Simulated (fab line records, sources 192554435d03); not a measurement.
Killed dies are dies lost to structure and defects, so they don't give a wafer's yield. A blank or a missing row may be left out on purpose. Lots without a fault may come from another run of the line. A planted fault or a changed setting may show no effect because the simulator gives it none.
Chamber matching | flow n5_finfet | N5_GATE_CUT_ETCH_36 on rie_diel-01: 4 sister chambers
The step etches SiARC in CF4, target depth 13 nm, time 21.7 s. 4 wafers are shown with their chamber, then 10 later ones without.

WAFERS WITH THEIR CHAMBER
wafer  | chamber | showerhead_plenum_p_Torr (Torr)
L081.2 | 0       | 2.01
L086.3 | 1       | 2.06
L088.1 | 2       | 2.09
L088.3 | 3       | 2.21

WAFERS WITHOUT THEIR CHAMBER
wafer  | showerhead_plenum_p_Torr (Torr)
L088.5 | 2.21
L090.1 | 2.06
L090.2 | 2.09
L090.6 | 2.06
L096.1 | 2.21
L096.3 | 2.26
L096.5 | 2.06
L097.1 | 2.08
L097.4 | 2.26
L097.5 | 2.06

WHICH CHAMBER EACH WENT THROUGH
wafer  | from the rows above     | in truth
L088.5 | 3                       | 3
L090.1 | can't be placed: 1 or 2 | 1
L090.2 | can't be placed: 2 or 1 | 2
L090.6 | can't be placed: 1 or 2 | 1
L096.1 | 3                       | 3
L096.3 | 3                       | 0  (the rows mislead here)
L096.5 | can't be placed: 1 or 2 | 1
L097.1 | can't be placed: 2 or 1 | 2
L097.4 | 3                       | 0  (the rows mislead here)
L097.5 | can't be placed: 1 or 2 | 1
Placed correctly: 2 of 10. Can't be placed from these rows: 6 (the true chamber is among the candidates in 6). Placed wrongly: 2.
How it was worked out, from the rows above alone: a wafer's distance from a chamber is the root of the sum, over the readings, of the square of ((its reading less the chamber's mean) divided by the reading's scatter). The wafer belongs to the nearest chamber; if the next one is less than 2 further off, it can't be placed. A chamber's mean is the mean of its shown wafers. The scatter: with one shown wafer a chamber, the root of the mean of the squares of how far each hidden wafer lies from its nearest shown one.
